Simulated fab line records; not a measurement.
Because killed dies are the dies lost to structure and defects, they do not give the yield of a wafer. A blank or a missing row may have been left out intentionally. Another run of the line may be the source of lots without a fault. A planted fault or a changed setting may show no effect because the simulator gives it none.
fab line records | flow n5_finfet
record: lots: 5 wafers: 15 last_day: 15
route steps=1938 shown BEOL_M6@1212
lots that met no fault: from a run of the same line without faults
start_h: start of the lot's first displayed wafer, in hours after the record's first day | wait_h: hours from the lot's prior step to this one | " the same as in the row above | L1.1+2: one row covering several wafers at once | - either no value or no given start | * or withheld: withheld | < > ~ a bound
route shown NAME@n: a module of which the file shows steps, and the number in the route of the first | usual: mean/standard deviation taken from wafers without a fault | same: alike in all rows | chamber/n: place in a boat | sites: the reading at each site | _std_site: standard deviation across them | _edge_site: inner sites' mean taken away from outer sites' mean | radius_mm: for every site, how far away it sits from the centre of the wafer | mask NAME#n: copy n | behind: tool/chamber where the wafer was last shaped | hold: why the lot went on hold/how many hours it stayed there/how the hold came to an end | device: the transistor (n, p or np) that didn't switch | end of line: tests of these same wafers at the route's end | step lacking rows: just its recipe | killed: not the wafer's yield, but the dies lost to structure and defects at the first sort | map: the dies of a wafer, with x for killed, . for not killed, _ for no die there
set.NAME: the run value of the setting; set.NAME@STEP: its run value at that earlier step | model.NAME: the simulator's own value behind a step, which no gauge read
a table for each step, a row for each wafer; lots at some steps of the route
services: the hour from which a tool's chamber was out of use, counted from the record's first day as start_h (under 0 if before that day), plus the number of hours and why
== steps ==
step: N5_BEOL_M6_ETCH_62
recipe: chemistry: N2/H2 target: SOC target_depth_a: 1100 overetch_a: 220 mask_material: SiARC temp_c: 40 time_s: 165 ion_energy_ev: 200 pressure_mtorr: 30 source_w: 840 bias_w: 150 n2_flow_sccm: 200 h2_flow_sccm: 200
usual: drypump_motor_current_A: 5.5/0.37 n2_flow_sccm: 199.9/0.59 oes_product_au: 0.65/0.064 rf_vpp_V: 523.9/2.7 showerhead_plenum_p_Torr: 2.54/0.095 throttle_valve_pct: 17.82/0.24
columns lot.wafer tool chamber start_h wait_h drypump_motor_current_A n2_flow_sccm oes_product_au rf_hours_counter_h rf_vpp_V showerhead_plenum_p_Torr throttle_valve_pct
L923.4 rie_diel-05 0 185.41 0.0 5.0 198.9 0.67 83 524.8 2.57 17.41
L923.5 " 1 " " 5.5 200.0 0.63 - 519.7 2.43 18.01
L923.6 " 0 " " 4.9 200.1 0.67 - 525.0 2.57 17.43
L925.1 rie_diel-04 3 200.70 0.0 5.6 198.8 0.59 201 521.2 2.42 17.84
L925.2 " 0 " " 5.9 198.8 0.59 204 521.2 2.42 18.01
L925.5 " 2 " " 4.8 200.7 0.73 - 522.8 2.47 17.58
L927.1 rie_diel-05 0 209.97 0.0 4.9 199.6 0.67 90 523.2 2.57 17.45
L927.3 " 1 " " 5.5 200.1 0.62 202 520.3 2.42 18.02
L927.6 " 3 " " 5.7 200.3 0.75 - 529.1 2.71 17.68
L934.1 rie_diel-02 1 245.88 0.0 5.0 200.3 0.70 59 524.2 2.58 17.50
L934.3 " 3 " " 5.4 199.8 0.73 62 525.5 2.56 17.60
L934.5 " 0 " " 5.7 199.6 0.59 - 520.5 2.43 18.16
L933.2 rie_diel-02 3 265.89 0.0 5.4 199.9 0.72 68 524.5 2.56 17.63
L933.3 " 0 " " 5.6 200.0 0.59 231 520.7 2.42 18.16
L933.4 " 2 " " 5.9 198.6 0.59 231 526.0 2.63 18.08
step: N5_BEOL_M6_STRIP_68
recipe: chemistry: N2/H2 temp_c: 40 n2_flow_sccm: 200 h2_flow_sccm: 200 rf_frequency_hz: 6e+07
step: N5_BEOL_M6_STRIP_67
recipe: chemistry: CF4 resist: SiARC power_w: 300 bias_power_w: 75 pressure_mtorr: 50 cf4_flow_sccm: 150 rf_frequency_hz: 6e+07
usual: drypump_motor_current_A: 5.5/0.37 oes_product_au: 0.76/0.075 rf_vpp_V: 271.1/1.8 showerhead_plenum_p_Torr: 1.80/0.065 throttle_valve_pct: 13.62/0.2
columns lot.wafer tool chamber start_h wait_h drypump_motor_current_A oes_product_au rf_hours_counter_h rf_vpp_V showerhead_plenum_p_Torr throttle_valve_pct
L923.4 rie_diel-05 0 185.55 0.0 4.9 0.80 83 270.7 1.83 13.31
L923.5 " 1 " " 5.5 0.74 - 269.7 1.72 13.73
L923.6 " 0 " " 4.9 0.79 - 271.6 1.83 13.31
L925.1 rie_diel-04 3 200.85 0.0 5.6 0.70 202 269.3 1.71 13.72
L925.2 " 0 " " 5.9 0.70 204 269.8 1.72 13.85
L925.5 " 2 " " 4.8 0.87 - 272.0 1.75 13.45
L927.1 rie_diel-05 0 210.12 0.0 4.9 0.79 90 271.8 1.82 13.34
L927.3 " 1 " " 5.5 0.73 202 269.0 1.72 13.79
L927.6 " 3 " " 5.7 0.89 - 273.4 1.90 13.35
L934.1 rie_diel-02 1 246.03 0.0 5.0 0.83 59 271.9 1.83 13.33
L934.3 " 3 " " 5.4 0.86 62 271.1 1.84 13.58
L934.5 " 0 " " 5.6 0.70 - 269.4 1.70 13.69
L933.2 rie_diel-02 3 266.03 0.0 5.4 0.84 69 271.2 1.84 13.58
L933.3 " 0 " " 5.7 0.69 231 269.0 1.70 13.69
L933.4 " 2 " " 5.9 0.70 231 275.3 1.84 13.89
step: N5_BEOL_M6_HM_OPEN_17
recipe: chemistry: Cl2/BCl3 target_depth_a: 200 overetch_a: 60 target: TiN mask_material: SOC ion_energy_ev: 150 pressure_mtorr: 10 icp_w: 1000 bias_w: 126 Cl2_flow_sccm: 53.25 bcl3_flow_sccm: 21.75 Ar_flow_sccm: 25
usual: drypump_motor_current_A: 5.7/0.46 oes_product_au: 0.64/0.099 throttle_valve_pct: 22.33/0.21
columns lot.wafer tool chamber start_h wait_h drypump_motor_current_A oes_product_au rf_hours_counter_h throttle_valve_pct
L923.4 rie_metal-01 0 185.62 0.1 4.9 0.53 - 22.49
L923.5 " 0 " " 4.9 0.54 - 22.51
L923.6 " 1 " " 6.0 0.59 - 22.41
L925.1 rie_metal-01 0 200.89 0.0 4.9 0.54 123 22.50
L925.2 " 1 " " 6.0 0.58 91 22.43
L925.5 " 0 " " 4.9 0.53 - 22.52
L927.1 rie_metal-02 0 210.16 0.0 6.1 0.78 12 21.99
L927.3 " 1 " " 5.5 0.60 - 22.46
L927.6 " 0 " " 6.1 0.77 - 22.01
L934.1 rie_metal-01 1 246.07 0.0 6.0 0.58 95 22.44
L934.3 " 1 " " 6.0 0.58 - 22.43
L934.5 " 0 " " 4.9 0.53 - 22.53
L933.2 rie_metal-03 0 266.10 0.1 6.0 0.70 - 22.50
L933.3 " 0 " " 6.0 0.70 - 22.51
L933.4 " 0 " " 6.0 0.70 - 22.50
step: N5_BEOL_M6_STRIP_19
recipe: chemistry: O2 power_w: 400 temp_c: 40 pressure_mtorr: 30 rf_frequency_hz: 6e+07 bias_power_w: 0 overash_fraction: 0.2 o2_flow_sccm: 225
step: N5_BEOL_M6_CD_MEAS_18
recipe: pitch_nm: 80 target_cd_nm: 40
usual: cd_nm: 39.5/0.6
columns lot.wafer tool chamber start_h wait_h cd_nm
L923.4 cd_sem-02 - 185.78 0.1 40.6
L923.5 " - " " 39.3
L923.6 " - " " 40.0
L925.1 cd_sem-03 - 201.12 0.0 39.5
L925.2 " - " " 40.0
L925.5 " - " " 39.8
L927.1 cd_sem-03 - 210.34 0.0 39.6
L927.3 " - " " 39.0
L927.6 " - " " 38.4
L934.1 cd_sem-02 - 246.28 0.0 40.1
L934.3 " - " " 39.7
L934.5 " - " " 40.2
L933.2 cd_sem-02 - 266.38 0.1 38.7
L933.3 " - " " 40.2
L933.4 " - " " 39.1
step: N5_BEOL_M6_COAT_63
recipe: resist: SOC temp_c: 250 time_s: 60 spin_rpm: 1500 resist_thk_nm: 60
step: N5_BEOL_M6_COAT_64
recipe: resist: SiARC temp_c: 220 time_s: 60 spin_rpm: 1500 resist_thk_nm: 12
step: N5_BEOL_M6_COAT_71
recipe: resist: underlayer temp_c: 205 time_s: 60 spin_rpm: 1500 resist_thk_nm: 5
step: N5_BEOL_M6_COAT_22
recipe: resist: CAR-EUV spin_rpm: 1500 resist_thk_nm: 30
step: N5_BEOL_M6_EBR_24
recipe: solvent: PGMEA ebr_width_mm: 1.5
step: N5_BEOL_M6_SOFTBAKE_23
recipe: temp_c: 110 time_s: 60 resist: CAR-EUV
step: N5_BEOL_M6_EXPOSE_25
recipe: mask_id: V5 na: 0.33 source_shape: annular sigma_inner: 0.4 sigma_outer: 0.8 polarization: unpolarized target_cd_nm: 40 dose_mj: 45
usual: exposure_dose_mJ_cm2: 45.16/0.21
same: na: 0.33 sigma_inner: 0.4
columns lot.wafer tool chamber start_h wait_h mask exposure_dose_mJ_cm2
L923.4 euv_scanner-01 0 186.55 - V5#0 45.00
L923.5 " 0 " " V5#0 44.95
L923.6 " 0 " " V5#0 44.91
L925.1 euv_scanner-02 0 202.05 - V5#0 45.39
L925.2 " 0 " " V5#0 45.39
L925.5 " 0 " " V5#0 45.38
L927.1 euv_scanner-01 0 210.82 - V5#0 45.89
L927.3 " 0 " " V5#0 45.99
L927.6 " 0 " " V5#0 45.90
L934.1 euv_scanner-02 0 247.59 - V5#0 45.38
L934.3 " 0 " " V5#0 45.39
L934.5 " 0 " " V5#0 45.38
L933.2 euv_scanner-02 0 266.56 - V5#0 45.43
L933.3 " 0 " " V5#0 45.41
L933.4 " 0 " " V5#0 45.45
step: N5_BEOL_M6_PEB_26
recipe: peb_temp_c: 100 peb_time_s: 60 resist: CAR-EUV
step: N5_BEOL_M6_DEVELOP_27
recipe: develop_time_s: 30 developer: TMAH resist: CAR-EUV rinse_liquid: surfactant_rinse dry: air_spin dev_temp_c: 23
step: N5_BEOL_M6_CD_MEAS_28
recipe: target_cd_nm: 40 landing_energy_ev: 500 detector: se_inlens
usual: cd_nm: 39.98/0.22
columns lot.wafer tool chamber start_h wait_h cd_nm
L923.4 cd_sem-01 0 186.67 - 39.59
L923.5 " 0 " " 39.72
L923.6 " 0 " " 39.83
L925.1 cd_sem-03 0 202.18 - 39.87
L925.2 " 0 " " 40.06
L925.5 " 0 " " 39.55
L927.1 cd_sem-03 0 210.95 - 40.65
L927.3 " 0 " " 40.61
L927.6 " 0 " " 40.54
L934.1 cd_sem-02 0 247.72 - 39.92
L934.3 " 0 " " 39.61
L934.5 " 0 " " 39.90
L933.2 cd_sem-01 0 266.69 - 40.07
L933.3 " 0 " " 39.83
L933.4 " 0 " " 40.22
step: N5_BEOL_M6_OVL_MEAS_29
recipe: points_per_wafer: 522
usual: V5_OVL: 0.0/0.63
columns lot.wafer tool chamber start_h wait_h V5_OVL[nm]
L923.4 overlay-01 0 186.71 0.0 0.3
L923.5 " 0 " " 0.1
L923.6 " 0 " " 0.2
L925.1 overlay-02 0 202.21 0.0 -0.5
L925.2 " 0 " " 0.5
L925.5 " 0 " " -0.3
L927.1 overlay-02 0 210.98 0.0 0.4
L927.3 " 0 " " -0.3
L927.6 " 0 " " 0.0
L934.1 overlay-02 0 247.75 0.0 1.0
L934.3 " 0 " " 0.5
L934.5 " 0 " " 0.9
L933.2 overlay-02 0 266.73 0.0 -0.5
L933.3 " 0 " " 1.1
L933.4 " 0 " " 0.7
step: N5_BEOL_M6_INSPECT_30
recipe: mode: adi inspect_instrument: brightfield
usual: raw_defect_count: 432/91
columns lot.wafer tool chamber start_h wait_h raw_defect_count
L923.4 defect_inspect-02 - 186.75 0.0 348
L923.5 " - " " 458
L923.6 " - " " 437
L925.1 defect_inspect-01 - 202.27 0.1 507
L925.2 " - " " 262
L925.5 " - " " 413
L927.1 defect_inspect-01 - 211.04 0.1 527
L927.3 " - " " 606
L927.6 " - " " 543
L934.1 defect_inspect-02 - 247.81 0.1 511
L934.3 " - " " 449
L934.5 " - " " 474
L933.2 defect_inspect-02 - 266.78 0.0 416
L933.3 " - " " 424
L933.4 " - " " 443
step: N5_BEOL_M6_DESCUM_33
recipe: chemistry: O2 time_s: 7 source_power_w: 50 bias_power_w: 20 pressure_mtorr: 20 rf_frequency_hz: 2.712e+07 temp_c: 40 resist: CAR-EUV o2_flow_sccm: 225
usual: drypump_motor_current_A: 5.5/0.38 oes_product_au: 0.76/0.081 rf_vpp_V: 242.9/1.5 showerhead_plenum_p_Torr: 2.07/0.089 throttle_valve_pct: 20.37/0.13
columns lot.wafer tool chamber start_h wait_h drypump_motor_current_A oes_product_au rf_hours_counter_h rf_vpp_V showerhead_plenum_p_Torr throttle_valve_pct model.BEOL_M6.cd_nm
L923.4 rie_diel-04 0 186.78 0.0 5.9 0.70 199 242.5 1.97 20.50 40
L923.5 " 3 " " 5.6 0.70 - 242.1 1.97 20.29 40
L923.6 " 2 " " 4.8 0.88 - 244.3 2.05 20.35 40
L925.1 rie_diel-02 3 202.31 0.0 5.4 0.90 44 244.7 2.12 20.27 40.2
L925.2 " 2 " " 5.9 0.70 205 244.6 2.15 20.45 40
L925.5 " 1 " " 5.0 0.86 - 244.0 2.15 20.26 39.8
L927.1 rie_diel-05 0 211.24 0.2 5.0 0.79 91 243.2 2.11 20.04 40.4
L927.3 " 3 " " 5.7 0.90 25 244.1 2.20 20.17 40.6
L927.6 " 0 " " 5.0 0.79 - 244.2 2.11 20.06 40.4
L934.1 rie_diel-02 1 247.84 0.0 4.9 0.84 59 242.6 2.14 20.27 39.8
L934.3 " 0 " " 5.7 0.69 226 241.1 1.98 20.44 39.8
L934.5 " 2 " " 5.9 0.70 - 244.1 2.14 20.50 40
L933.2 rie_diel-05 3 267.47 0.7 5.7 0.85 46 244.3 2.20 20.22 40
L933.3 " 2 " " 5.9 0.69 227 244.1 2.17 20.46 40.2
L933.4 " 0 " " 5.0 0.76 103 243.4 2.11 20.06 40
step: N5_BEOL_M6_ETCH_72
recipe: chemistry: N2/H2 target: underlayer target_depth_a: 65 mask_material: CAR-EUV time_s: 5.2 ion_energy_ev: 200 pressure_mtorr: 30 source_w: 840 bias_w: 150 n2_flow_sccm: 200 h2_flow_sccm: 200 ends: cleared
usual: drypump_motor_current_A: 5.5/0.38 etch_rf_on_time_s: 5.29/0.086 n2_flow_sccm: 199.9/0.59 oes_product_au: 0.64/0.067 rf_vpp_V: 523.2/2.9 showerhead_plenum_p_Torr: 2.52/0.1 throttle_valve_pct: 17.85/0.22
columns lot.wafer tool chamber start_h wait_h drypump_motor_current_A etch_rf_on_time_s n2_flow_sccm oes_product_au rf_hours_counter_h rf_vpp_V showerhead_plenum_p_Torr throttle_valve_pct
L923.4 rie_diel-04 0 186.82 0.0 5.9 5.23 200.2 0.59 199 519.9 2.42 18.03
L923.5 " 3 " " 5.7 5.36 200.3 0.58 - 520.8 2.42 17.86
L923.6 " 2 " " 4.8 5.20 199.8 0.74 - 520.7 2.47 17.61
L925.1 rie_diel-02 3 202.34 0.0 5.4 5.28 199.4 0.75 44 525.8 2.57 17.63
L925.2 " 2 " " 5.9 5.20 199.4 0.59 205 526.9 2.64 18.05
L925.5 " 1 " " 5.0 5.19 201.0 0.74 - 524.5 2.58 17.49
L927.1 rie_diel-05 0 211.27 0.0 5.0 5.23 199.6 0.67 91 525.4 2.57 17.49
L927.3 " 3 " " 5.7 5.34 200.9 0.74 25 526.5 2.71 17.73
L927.6 " 0 " " 5.0 5.22 199.7 0.67 - 522.6 2.57 17.46
L934.1 rie_diel-02 1 247.88 0.0 5.0 5.24 199.9 0.71 59 524.5 2.58 17.52
L934.3 " 0 " " 5.7 5.33 200.1 0.58 226 519.6 2.43 18.18
L934.5 " 2 " " 5.9 5.17 200.8 0.59 - 528.8 2.63 18.10
L933.2 rie_diel-05 3 267.50 0.0 5.7 5.46 200.9 0.71 46 529.8 2.70 17.76
L933.3 " 2 " " 5.9 5.29 200.2 0.59 227 526.3 2.62 17.95
L933.4 " 0 " " 4.9 5.35 200.7 0.65 103 524.4 2.57 17.51
step: N5_BEOL_M6_ETCH_65
recipe: chemistry: CF4 target: SiARC target_depth_a: 156 mask_material: CAR-EUV time_s: 26 ion_energy_ev: 80 pressure_mtorr: 40 source_w: 545 bias_w: 36 Ar_flow_sccm: 100 cf4_flow_sccm: 100 ends: cleared
usual: drypump_motor_current_A: 5.5/0.38 etch_rf_on_time_s: 26.4/0.45 oes_product_au: 0.64/0.067 rf_vpp_V: 183.8/1.2 showerhead_plenum_p_Torr: 2.13/0.081 throttle_valve_pct: 15.64/0.19
columns lot.wafer tool chamber start_h wait_h drypump_motor_current_A etch_rf_on_time_s oes_product_au rf_hours_counter_h rf_vpp_V showerhead_plenum_p_Torr throttle_valve_pct
L923.4 rie_diel-04 0 186.84 0.0 5.9 26.2 0.59 199 181.7 2.05 15.83
L923.5 " 3 " " 5.6 26.8 0.58 - 182.5 2.04 15.67
L923.6 " 2 " " 4.8 25.7 0.75 - 182.7 2.09 15.46
L925.1 rie_diel-02 3 202.36 0.0 5.4 26.0 0.75 44 183.9 2.19 15.56
L925.2 " 2 " " 5.9 26.0 0.60 205 183.9 2.21 15.84
L925.5 " 1 " " 5.0 26.2 0.73 - 185.5 2.19 15.34
L927.1 rie_diel-05 0 211.29 0.0 4.9 25.7 0.68 91 183.6 2.16 15.28
L927.3 " 3 " " 5.7 26.5 0.75 25 185.3 2.27 15.42
L927.6 " 0 " " 5.0 25.7 0.68 - 183.7 2.16 15.28
L934.1 rie_diel-02 1 247.89 0.0 4.9 25.9 0.71 59 184.7 2.18 15.38
L934.3 " 0 " " 5.6 26.6 0.59 226 182.4 2.03 15.70
L934.5 " 2 " " 5.9 25.5 0.60 - 184.9 2.20 15.86
L933.2 rie_diel-05 3 267.52 0.0 5.7 27.3 0.71 46 184.5 2.26 15.46
L933.3 " 2 " " 5.9 26.1 0.59 227 184.9 2.20 15.64
L933.4 " 0 " " 5.0 26.2 0.66 103 184.4 2.16 15.30
step: N5_BEOL_M6_ETCH_66
recipe: chemistry: N2/H2 target: SOC target_depth_a: 800 overetch_a: 160 mask_material: SiARC temp_c: 40 time_s: 120 ion_energy_ev: 200 pressure_mtorr: 30 source_w: 840 bias_w: 150 n2_flow_sccm: 200 h2_flow_sccm: 200
step: N5_BEOL_M6_STRIP_69
recipe: chemistry: N2/H2 temp_c: 40 n2_flow_sccm: 200 h2_flow_sccm: 200 rf_frequency_hz: 6e+07
step: N5_BEOL_M6_STRIP_73
recipe: chemistry: N2/H2 temp_c: 40 n2_flow_sccm: 200 h2_flow_sccm: 200 rf_frequency_hz: 6e+07
step: N5_BEOL_M6_VIA_ETCH_34
recipe: chemistry: C4F6/O2 target: SiCOH_lowk target_depth_a: 1263 mask_material: SOC taper_deg: 4 time_s: 50.9 ion_energy_ev: 250 pressure_mtorr: 30 source_w: 345 bias_w: 185 Ar_flow_sccm: 300 C4F6_flow_sccm: 10 O2_flow_sccm: 10
usual: drypump_motor_current_A: 5.5/0.38 oes_product_au: 0.75/0.078 rf_vpp_V: 667/9.3 showerhead_plenum_p_Torr: 2.83/0.11 throttle_valve_pct: 20.87/0.19
columns lot.wafer tool chamber start_h wait_h drypump_motor_current_A oes_product_au rf_hours_counter_h rf_vpp_V showerhead_plenum_p_Torr throttle_valve_pct model.BEOL_M6.cd_nm
L923.4 rie_diel-04 0 186.96 0.0 5.9 0.69 199 656 2.71 21.06 40.2
L923.5 " 3 " " 5.6 0.71 - 683 2.70 20.82 39.8
L923.6 " 2 " " 4.8 0.88 - 676 2.78 20.78 39.8
L925.1 rie_diel-02 3 202.49 0.0 5.4 0.89 44 662 2.89 20.77 40.4
L925.2 " 2 " " 5.9 0.70 205 649 2.94 21.05 40.2
L925.5 " 1 " " 5.0 0.86 - 656 2.91 20.67 40
L927.1 rie_diel-05 0 211.42 0.0 4.9 0.79 91 663 2.85 20.40 40.2
L927.3 " 3 " " 5.7 0.88 25 672 3.01 20.76 40.4
L927.6 " 0 " " 5.0 0.79 - 663 2.85 20.41 40.2
L934.1 rie_diel-02 1 248.02 0.0 5.0 0.83 59 653 2.90 20.70 39.8
L934.3 " 0 " " 5.7 0.69 226 673 2.71 21.01 39.8
L934.5 " 2 " " 5.9 0.69 - 649 2.93 21.08 39.8
L933.2 rie_diel-05 3 267.65 0.0 5.7 0.83 46 672 3.00 20.79 39.8
L933.3 " 2 " " 5.9 0.69 227 670 2.93 20.85 40.2
L933.4 " 0 " " 4.9 0.77 103 664 2.84 20.41 39.6
step: N5_BEOL_M6_STRIP_76
recipe: chemistry: C4F6/O2 resist: SiARC rf_frequency_hz: 6e+07
== services ==
columns tool chamber start_h hours kind
rie_diel-04 1 165.57 6.6 repair
rie_metal-01 0 167.21 9.9 repair
euv_scanner-02 0 169.02 - calibration
rie_diel-02 1 169.13 2.1 repair
euv_scanner-02 - 195.97 4.6 repair
euv_scanner-01 - 201.67 1.0 pm
euv_scanner-02 - 210.41 1.0 pm
rie_diel-04 - 212.45 14.6 pm
rie_diel-05 0 213.96 11.5 repair
rie_diel-05 - 227.23 15.6 pm
euv_scanner-02 - 240.17 4.6 pm
rie_metal-03 1 243.22 - clean
rie_metal-03 1 243.22 25.3 scheduled_down
rie_metal-03 1 243.22 25.3 vent_cycle
rie_metal-03 - 245.41 2.8 pm
rie_metal-01 0 247.21 - clean
rie_metal-01 0 247.21 23.1 scheduled_down
rie_metal-01 0 247.21 23.1 vent_cycle
rie_diel-05 1 253.43 2.5 repair
euv_scanner-01 - 257.82 1.0 pm
euv_scanner-02 - 266.60 1.0 pm
== key ==
first_sign: step: N5_BEOL_M6_EXPOSE_25 reading: exposure_dose_mJ_cm2 direction: up sigmas: 3.6 usual: 45.16 struck: 45.93
effect: step: N5_BEOL_M6_CD_MEAS_28 reading: cd_nm direction: up sigmas: 2.8 usual: 39.98 struck: 40.60
model_effect: step: N5_BEOL_M6_DESCUM_33 value: BEOL_M6.cd_nm without: 39.93 struck: 40.47
model_effect: step: N5_BEOL_M6_VIA_ETCH_34 value: BEOL_M6.cd_nm without: 39.8 struck: 40.27
met_at N5_BEOL_M6_EXPOSE_25
struck_wafers L927.1,L927.3,L927.6
rows_end L927.1,L927.3,L927.6
onset_between 186.55 210.82
fault: kind: process_parameter_drift tool: euv_scanner-01 chamber: - onset_h: 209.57 steps: N5_BEOL_M6_EXPOSE_25 channel: dose_mj offset: 0.90982 shape: step acts_in: these_recipes_only stated: 45
rows_end: these wafers met a further fault down the route, and their rows from its step on are left out
